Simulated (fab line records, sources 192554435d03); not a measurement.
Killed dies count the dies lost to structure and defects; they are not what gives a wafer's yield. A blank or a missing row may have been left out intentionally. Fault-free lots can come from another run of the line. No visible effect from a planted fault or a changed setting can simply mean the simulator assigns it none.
Which tool was responsible? | flow n5_finfet | Sampling: 9 lots, 26 wafers, 6 of 1938 route steps

== WHAT EACH GAUGE READ, for each wafer ==
N5_STI_FIN_REVEAL_CD_MEAS_22: target cd 6.238 nm, pitch 28 nm. Usual: cd_nm reads 6.32 nm (standard deviation 0.26).
lot  | measured    | on        | cd_nm (nm)     | flag
L279 | day 2 13:56 | cd_sem-01 | 6.29 6.72 6.15 |
L282 | day 3 07:17 | cd_sem-02 | 6.38 6.41 6.23 |
L284 | day 3 19:16 | cd_sem-01 | 6.27 6.40 6.38 |
L286 | day 4 07:13 | cd_sem-02 | 6.23 6.29 6.83 |
L290 | day 5 08:55 | cd_sem-01 | 6.54 6.52 6.06 |
L294 | day 6 10:41 | cd_sem-02 | 6.49 6.19      |
L299 | day 7 16:18 | cd_sem-03 | 6.25 6.14 5.89 |
L300 | day 7 22:35 | cd_sem-03 | 5.84 6.88 6.26 |
L301 | day 8 02:45 | cd_sem-01 | 6.20 6.56 6.57 |

N5_DUMMY_GATE_CD_MEAS_50: the cd target is 14 nm. Usual: cd_nm reads 14.2 nm (standard deviation 0.39).
lot  | measured    | on        | cd_nm (nm)     | flag
L279 | day 3 00:02 | cd_sem-02 | 14.2 14.5 14.0 |
L282 | day 3 16:32 | cd_sem-03 | 14.6 14.4 14.5 |
L284 | day 4 04:36 | cd_sem-01 | 13.5 14.3 14.4 |
L286 | day 4 16:21 | cd_sem-01 | 14.3 14.4 14.3 |
L290 | day 5 18:10 | cd_sem-02 | 13.9 14.2 13.2 |
L294 | day 6 20:20 | cd_sem-03 | 12.8 13.7      |
L299 | day 8 01:34 | cd_sem-01 | 14.1 14.0 14.3 |
L300 | day 8 08:06 | cd_sem-03 | 14.5 13.9 14.3 |
L301 | day 8 12:12 | cd_sem-01 | 14.8 14.2 14.4 |

N5_BEOL_M4_RC_MEAS_101. Usual: DIBL_N 36.2 mV/V, standard deviation 1.6; DIBL_P 36.1 mV/V, standard deviation 2; IOFF_N 0.16 nA/um, standard deviation 0.032; IOFF_N_85C 3.1 nA/um, standard deviation 0.52; IOFF_N_LIN 0.073 nA/um, standard deviation 0.011; IOFF_P 0.22 nA/um, standard deviation 0.036; IOFF_P_85C 3.7 nA/um, standard deviation 0.52; ION_N 672 uA/um, standard deviation 11; ION_P 463 uA/um, standard deviation 7.5; SS_N 71.4 mV/dec, standard deviation 0.58; SS_P 73.2 mV/dec, standard deviation 0.67; VT_N 250 mV, standard deviation 3.3; VT_P -250 mV, standard deviation 3.3.
lot  | measured     | on        | DIBL_N (mV/V)  | DIBL_P (mV/V)  | IOFF_N (nA/um) | IOFF_N_85C (nA/um) | IOFF_N_LIN (nA/um) | IOFF_P (nA/um) | IOFF_P_85C (nA/um) | ION_N (uA/um) | ION_P (uA/um) | SS_N (mV/dec)  | SS_P (mV/dec)  | VT_N (mV)   | VT_P (mV)      | flag
L279 | day 8 04:59  | prober-02 | 36.6 37.2 34.5 | 37.3 38.7 35.6 | 0.13 0.17 0.12 | 2.6 3.3 2.4        | 0.061 0.080 0.058  | 0.17 0.19 0.15 | 3.1 3.4 2.7        | 652 679 660   | 446 456 444   | 71.1 72.3 70.7 | 72.5 74.0 72.3 | 254 247 255 | -257 -251 -256 |
L282 | day 8 13:38  | prober-02 | 36.3 37.3 37.1 | 35.6 37.0 36.1 | 0.16 0.18 0.16 | 3.1 3.3 3.1        | 0.076 0.081 0.076  | 0.23 0.25 0.22 | 3.9 4.1 3.8        | 683 680 680   | 474 465 472   | 71.8 71.7 71.6 | 73.3 73.5 73.8 | 247 247 248 | -250 -246 -250 |
L284 | day 9 08:32  | prober-01 | 37.3 36.5 34.3 | 36.4 34.5 33.2 | 0.17 0.17 0.13 | 3.3 3.3 2.6        | 0.076 0.074 0.062  | 0.23 0.20 0.18 | 3.8 3.5 3.2        | 673 678 668   | 467 459 457   | 71.5 71.8 70.1 | 73.2 72.7 72.1 | 250 247 249 | -247 -249 -250 |
L286 | day 9 21:27  | prober-02 | 34.3 33.2 35.8 | 33.8 33.0 37.2 | 0.13 0.12 0.16 | 2.7 2.4 3.2        | 0.062 0.056 0.076  | 0.17 0.15 0.22 | 3.1 2.7 3.8        | 659 648 670   | 452 440 458   | 71.4 70.8 71.2 | 72.2 72.7 73.9 | 255 257 249 | -256 -258 -252 |
L290 | day 10 22:03 | prober-01 | 35.3 36.7 36.0 | 35.8 37.5 36.4 | 0.15 0.18 0.15 | 2.9 3.5 3.0        | 0.069 0.084 0.071  | 0.24 0.27 0.24 | 4.1 4.6 4.1        | 675 681 677   | 474 474 471   | 71.6 72.1 71.7 | 72.6 73.8 73.5 | 250 247 250 | -246 -243 -247 |
L294 | day 12 06:23 | prober-02 | 44.1 36.6      | 44.3 37.4      | 0.39 0.17      | 6.5 3.3            | 0.139 0.077        | 0.37 0.23      | 5.7 3.9            | 709 674       | 470 466       | 74.1 71.1      | 75.8 73.8      | 237 247     | -245 -247      | OFF
L299 | day 13 17:14 | prober-02 | 40.5 37.6 38.3 | 38.1 34.2 34.9 | 0.21 0.15 0.16 | 4.0 3.1 3.1        | 0.087 0.068 0.066  | 0.27 0.20 0.20 | 4.6 3.6 3.7        | 666 660 653   | 462 462 457   | 71.8 71.4 71.7 | 73.7 72.6 72.8 | 246 250 251 | -247 -250 -250 |
L300 | day 13 06:59 | prober-02 | 33.0 38.4 35.4 | 30.8 38.8 34.2 | 0.11 0.20 0.13 | 2.2 3.8 2.7        | 0.051 0.088 0.065  | 0.15 0.27 0.19 | 2.7 4.6 3.4        | 649 676 670   | 449 463 463   | 71.1 71.9 71.2 | 72.6 74.0 72.6 | 257 248 251 | -254 -244 -249 |
L301 | day 14 11:01 | prober-02 | 33.9 35.4 34.7 | 34.4 37.0 36.1 | 0.12 0.14 0.13 | 2.4 2.8 2.6        | 0.059 0.069 0.064  | 0.17 0.20 0.19 | 3.1 3.6 3.3        | 661 679 669   | 464 466 466   | 70.6 70.3 70.5 | 71.7 72.9 72.2 | 254 253 254 | -253 -249 -252 |

== WHICH TOOL RAN EACH LOT (tool, then ch and the chambers of the sampled wafers, then the start) ==
lot  | N5_DUMMY_GATE_DESCUM_20           | N5_DUMMY_GATE_ETCH_37             | N5_DUMMY_GATE_TRIM_49
L279 | rie_diel-05 ch 2,3, day 2 23:40   | rie_diel-05 ch 2,3, day 2 23:48   | rie_si-01 ch 0,3, day 2 23:53
L282 | rie_diel-03 ch 0,1, day 3 16:09   | rie_diel-03 ch 0,1, day 3 16:18   | rie_si-04 ch 0,1,3, day 3 16:23
L284 | rie_diel-05 ch 1,2,3, day 4 04:07 | rie_diel-05 ch 1,2,3, day 4 04:16 | rie_si-01 ch 1,2,3, day 4 04:21
L286 | rie_diel-03 ch 0,3, day 4 15:59   | rie_diel-03 ch 0,3, day 4 16:07   | rie_si-05 ch 0,2,3, day 4 16:13
L290 | rie_diel-04 ch 0,2,3, day 5 17:47 | rie_diel-04 ch 0,2,3, day 5 17:56 | rie_si-04 ch 2,3, day 5 18:01
L294 | rie_diel-05 ch 0,3, day 6 19:56   | rie_diel-05 ch 0,3, day 6 20:05   | rie_si-04 ch 0,2, day 6 20:10
L299 | rie_diel-03 ch 0,2,3, day 8 01:11 | rie_diel-03 ch 0,2,3, day 8 01:20 | rie_si-01 ch 0,1,3, day 8 01:25
L300 | rie_diel-03 ch 0,1,2, day 8 07:42 | rie_diel-03 ch 0,1,2, day 8 07:51 | rie_si-05 ch 0,2,3, day 8 07:56
L301 | rie_diel-03 ch 0,2, day 8 11:49   | rie_diel-03 ch 0,2, day 8 11:58   | rie_si-05 ch 0,2, day 8 12:03
- N5_DUMMY_GATE_DESCUM_20: chemistry O2, time 6.2 s.
- N5_DUMMY_GATE_ETCH_37: etches SOC in N2/H2, target depth 60 nm, overetch 30 nm.
- N5_DUMMY_GATE_TRIM_49: chemistry O2, time 29 s, target cd 14 nm.

== AS READ BY THE TOOLS THEMSELVES (means over the sampled wafers that have a number; for cases with no such wafer, the mark the record gives instead) ==
N5_DUMMY_GATE_DESCUM_20. Usual: bias_power_w 20.01 W, standard deviation 0.062; drypump_motor_current_A 5.5 A, standard deviation 0.35; oes_product_au 0.77 a.u., standard deviation 0.061; rf_vpp_V 243.3 V, standard deviation 1.2; showerhead_plenum_p_Torr 2.12 Torr, standard deviation 0.054; throttle_valve_pct 20.54 %, standard deviation 0.16.
lot  | tool        | bias_power_w (W) | drypump_motor_current_A (A) | oes_product_au (a.u.) | rf_vpp_V (V) | showerhead_plenum_p_Torr (Torr) | throttle_valve_pct (%) | flag
L279 | rie_diel-05 | 20.01            | 5.4                         | 0.77                  | 243.5        | 2.11                            | 20.39                  |
L282 | rie_diel-03 | 20.05            | 5.2                         | 0.84                  | 243.3        | 2.11                            | 20.53                  |
L284 | rie_diel-05 | 19.99            | 5.6                         | 0.75                  | 243.5        | 2.10                            | 20.44                  |
L286 | rie_diel-03 | 20.05            | 5.5                         | 0.88                  | 242.9        | 2.10                            | 20.53                  |
L290 | rie_diel-04 | 20.03            | 5.9                         | 0.71                  | 242.1        | 2.05                            | 20.52                  |
L294 | rie_diel-05 | 19.97            | 5.8                         | 0.73                  | 243.1        | 2.15                            | 20.59                  |
L299 | rie_diel-03 | 20.03            | 5.4                         | 0.76                  | 243.0        | 2.13                            | 20.53                  |
L300 | rie_diel-03 | 20.02            | 5.2                         | 0.77                  | 243.2        | 2.10                            | 20.48                  |
L301 | rie_diel-03 | 20.00            | 5.4                         | 0.80                  | 243.3        | 2.07                            | 20.41                  |

N5_DUMMY_GATE_ETCH_37. Usual: drypump_motor_current_A 5.5 A, standard deviation 0.35; oes_product_au 0.60 a.u., standard deviation 0.047; rf_vpp_V 524.5 V, standard deviation 2; showerhead_plenum_p_Torr 2.56 Torr, standard deviation 0.061; throttle_valve_pct 17.85 %, standard deviation 0.14.
lot  | tool        | drypump_motor_current_A (A) | oes_product_au (a.u.) | rf_vpp_V (V) | showerhead_plenum_p_Torr (Torr) | throttle_valve_pct (%) | flag
L279 | rie_diel-05 | 5.5                         | 0.61                  | 523.9        | 2.55                            | 17.75                  |
L282 | rie_diel-03 | 5.2                         | 0.66                  | 524.5        | 2.52                            | 17.72                  |
L284 | rie_diel-05 | 5.6                         | 0.60                  | 524.3        | 2.55                            | 17.87                  |
L286 | rie_diel-03 | 5.5                         | 0.68                  | 524.1        | 2.54                            | 17.84                  |
L290 | rie_diel-04 | 5.9                         | 0.57                  | 521.9        | 2.48                            | 17.92                  |
L294 | rie_diel-05 | 5.8                         | 0.59                  | 525.2        | 2.59                            | 17.95                  |
L299 | rie_diel-03 | 5.4                         | 0.60                  | 524.7        | 2.57                            | 17.83                  |
L300 | rie_diel-03 | 5.2                         | 0.60                  | 524.7        | 2.53                            | 17.76                  |
L301 | rie_diel-03 | 5.4                         | 0.63                  | 523.2        | 2.52                            | 17.76                  |

N5_DUMMY_GATE_TRIM_49. Usual: O2_flow_sccm 99.95 sccm, standard deviation 0.29; drypump_motor_current_A 5.7 A, standard deviation 0.4; oes_product_au 1.005 a.u., standard deviation 0.018; throttle_valve_pct 8.25 %, standard deviation 0.21.
lot  | tool      | O2_flow_sccm (sccm) | drypump_motor_current_A (A) | oes_product_au (a.u.) | throttle_valve_pct (%) | flag
L279 | rie_si-01 | 99.57               | 5.3                         | 0.981                 | 8.27                   |
L282 | rie_si-04 | 99.92               | 5.6                         | 1.017                 | 8.36                   |
L284 | rie_si-01 | 100.20              | 6.0                         | 1.008                 | 8.19                   |
L286 | rie_si-05 | 99.96               | 5.7                         | 1.009                 | 8.23                   |
L290 | rie_si-04 | 99.80               | 5.6                         | 0.993                 | 8.34                   |
L294 | rie_si-04 | 100.28              | 5.8                         | 0.992                 | 8.43                   |
L299 | rie_si-01 | 99.80               | 5.4                         | 0.985                 | 8.18                   |
L300 | rie_si-05 | 100.01              | 5.7                         | 0.996                 | 8.15                   |
L301 | rie_si-05 | 99.86               | 5.8                         | 0.976                 | 7.98                   |

== THE ANSWER, worked out from the rows above alone ==
Rule: a lot is off if the mean of its wafers that have a number lies more than 3 standard deviations from the usual mean. A lot without any number at a reading at which 4 lots or more have one is off too. The other lots that the step has rows for count as sound. The gauges are gone through in route order, then the tools' own readings, and for those a lot's mean is taken as printed above. The first step at which some lot is off is used, and at that step the reading that is off furthest; a lot without a number counts as furthest.
Off: at N5_BEOL_M4_RC_MEAS_101 (IOFF_N), L294.
A tool fits if, at a process step before that reading, it ran every lot that is off, and no sound lot after the first of them. Gauges at N5_BEOL_M4_RC_MEAS_101: tried the same way as those tools. 2 tools fit, rie_diel-05 at N5_DUMMY_GATE_DESCUM_20 and N5_DUMMY_GATE_ETCH_37 and rie_si-04 at N5_DUMMY_GATE_TRIM_49, so this cannot tell which one it is.

== WHAT THE SIMULATOR HAD INSERTED ==
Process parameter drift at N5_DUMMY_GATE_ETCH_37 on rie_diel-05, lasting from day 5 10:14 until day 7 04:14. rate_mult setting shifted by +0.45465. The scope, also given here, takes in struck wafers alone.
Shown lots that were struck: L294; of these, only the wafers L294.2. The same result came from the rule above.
